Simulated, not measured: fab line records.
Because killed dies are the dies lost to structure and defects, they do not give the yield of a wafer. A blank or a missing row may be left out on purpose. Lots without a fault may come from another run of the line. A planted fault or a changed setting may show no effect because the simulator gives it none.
Problem report in the 8D (eight disciplines) form, filled by code | flow nand-harc | the parts of the form that need people (team, actions taken, sign-off) are left out

== 1. THE ISSUE ==
At NHARC_A_ONON_D1_THK_MEAS_05, thk-nm averages 649 nm over 4 wafers from 3 lots, while fault-free wafers read 999 nm, standard deviation 11. That is -32 standard deviations from the usual mean.
The step: measures by ellipsometry.
The first sign was on wafer L888.4 at day 15 15:44, on film-metro-01. At this step, 43 wafers from 15 lots have a number in the record. By rule, "out" or "out of limits" means more than 4 standard deviations away from the usual mean. The rest of the wafers with a number are treated as sound.

== 2. WHAT IT IS, AND WHAT IT ISN'T ==
question                    | is                             | is not
which readings at this step | thk-nm                         | -
which lots                  | L888, L890, L891               | L870, L871, L873, L874, L875, L877, L878, L880, L881, L882, L889, L892
which wafers of those lots  | L888.4, L890.2, L890.4, L891.2 | L888.3, L888.6, L891.3
read on which gauges        | film-metro-01, film-metro-02   | -
when                        | from day 15 15:44              | up to then (32 sound wafers); but 7 sound wafers of L889, L891, L892 came after

== 3. SUSPECTS, AND WHAT RULES EACH OUT ==
Counting: if a tool at a process step up to the reading ran every lot that is out, it stays a suspect. Sound lots after the first of them don't rule it out here, since some wafers of a struck lot are sound.
- the gauge at NHARC_A_ONON_D1_THK_MEAS_05 has been ruled out. The wafers that are out were read on 2 gauges (film-metro-01, film-metro-02).
- rie-diel-11 at NHARC_A_ZERO_WELL_DESCUM_12 (chemistry O2, time 3 s): kept. It ran every lot that is out, first L888 (day 14 11:13); its last sound lot up to then is L881 (day 11 13:35).
- pecvd-onon-04 at NHARC_A_ONON_D1_DEP_03 (target thk 1000 nm): kept. It ran every lot that is out, first L888 (day 15 15:19); its last sound lot up to then is L881 (day 12 11:33).
The count leaves pecvd-onon-04 at NHARC_A_ONON_D1_DEP_03 and rie-diel-11 at NHARC_A_ZERO_WELL_DESCUM_12.

== 4. THE CAUSE (what the simulator had put in) ==
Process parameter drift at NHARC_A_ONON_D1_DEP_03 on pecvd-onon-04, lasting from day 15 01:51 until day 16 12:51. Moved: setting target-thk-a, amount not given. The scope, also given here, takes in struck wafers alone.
Counting left 2 suspects, and this tool is among them.

== 5. THE EFFECT CHAIN, in route order ==
Each row: a reading whose mean over the struck wafers that have a number lies more than 3 standard deviations from the usual. Only readings whose record carries a usual standard deviation are examined. hours: median over the lots of the time between each lot's start at the first step of this table that gives one and its start at this step. sigmas: the change, counted in usual standard deviations.
hours | step                        | reading | usual  | on struck wafers | change | sigmas
0     | NHARC_A_ONON_D1_THK_MEAS_05 | thk-nm  | 999 nm | 649              | -350   | -32

== 6. HOW IT WOULD HAVE BEEN CAUGHT EARLIER ==
The first out-of-limits reading at a measuring or inspecting step in this record came at day 15 15:44, 14 hours after the fault's start at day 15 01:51.
Among the 3 lots that are out, L890, L891 began NHARC_A_ONON_D1_DEP_03 on pecvd-onon-04 after day 15 15:44. A hold on the tool at that time would have spared those 2.
